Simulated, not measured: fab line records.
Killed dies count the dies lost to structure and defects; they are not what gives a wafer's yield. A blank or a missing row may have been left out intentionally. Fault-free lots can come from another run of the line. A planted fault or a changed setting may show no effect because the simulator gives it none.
Chamber matching | flow nandHarc | 4 sister chambers for NHARC_P_M1_DESCUM_14 on rieDiel-06
The step chemistry O2, time 3 s. 8 wafers are shown with their chamber, then 11 later ones without.

== WAFERS WITH THEIR CHAMBER ==
wafer  | chamber | drypumpMotorCurrentA (A) | oesProductAu (a.u.)
L081.4 | 2       | 5.5                      | 0.991
L081.6 | 2       | 5.6                      | 1.001
L088.1 | 1       | 6.3                      | 1.016
L088.5 | 1       | 6.3                      | 1.007
L090.4 | 3       | 5.8                      | 0.997
L093.2 | 3       | 5.8                      | 1.007
L093.6 | 0       | 6.6                      | 0.985
L094.1 | 0       | 6.5                      | 1.006

== WAFERS WITH NO CHAMBER GIVEN ==
wafer  | drypumpMotorCurrentA (A) | oesProductAu (a.u.)
L094.2 | 5.5                      | 0.999
L094.4 | 6.3                      | 1.002
L094.3 | 5.8                      | 1.001
L094.5 | 5.8                      | 1.010
L094.6 | 5.5                      | 1.010
L097.1 | 6.5                      | 0.994
L097.4 | 5.5                      | 1.001
L097.6 | 6.3                      | 0.987
L096.1 | 6.5                      | 0.988
L096.2 | 5.8                      | 0.995
L096.4 | 5.5                      | 0.996

== WHICH CHAMBER EACH ONE RAN IN ==
wafer  | from the rows above | in truth
L094.2 | 2                   | 2
L094.4 | 1                   | 1
L094.3 | 3                   | 3
L094.5 | 3                   | 3
L094.6 | 2                   | 2
L097.1 | 0                   | 0
L097.4 | 2                   | 2
L097.6 | 1                   | 1
L096.1 | 0                   | 0
L096.2 | 3                   | 3
L096.4 | 2                   | 2
11 of 11 placed correctly. Can't be placed from these rows: 0. 0 placed wrongly.
How it was worked out, from the rows above alone: a wafer's distance from a chamber is the root of the sum, over the readings, of the square of ((its reading less the chamber's mean) divided by the reading's scatter). If the next closest chamber is less than 2 further off than the closest, the wafer can't be placed; otherwise it belongs to the closest. Each chamber's mean is taken over the wafers shown for it. How the scatter is found: for the shown wafers, subtract from each reading the mean of its chamber, square and add these, divide the total by (wafers less chambers), then take the root.
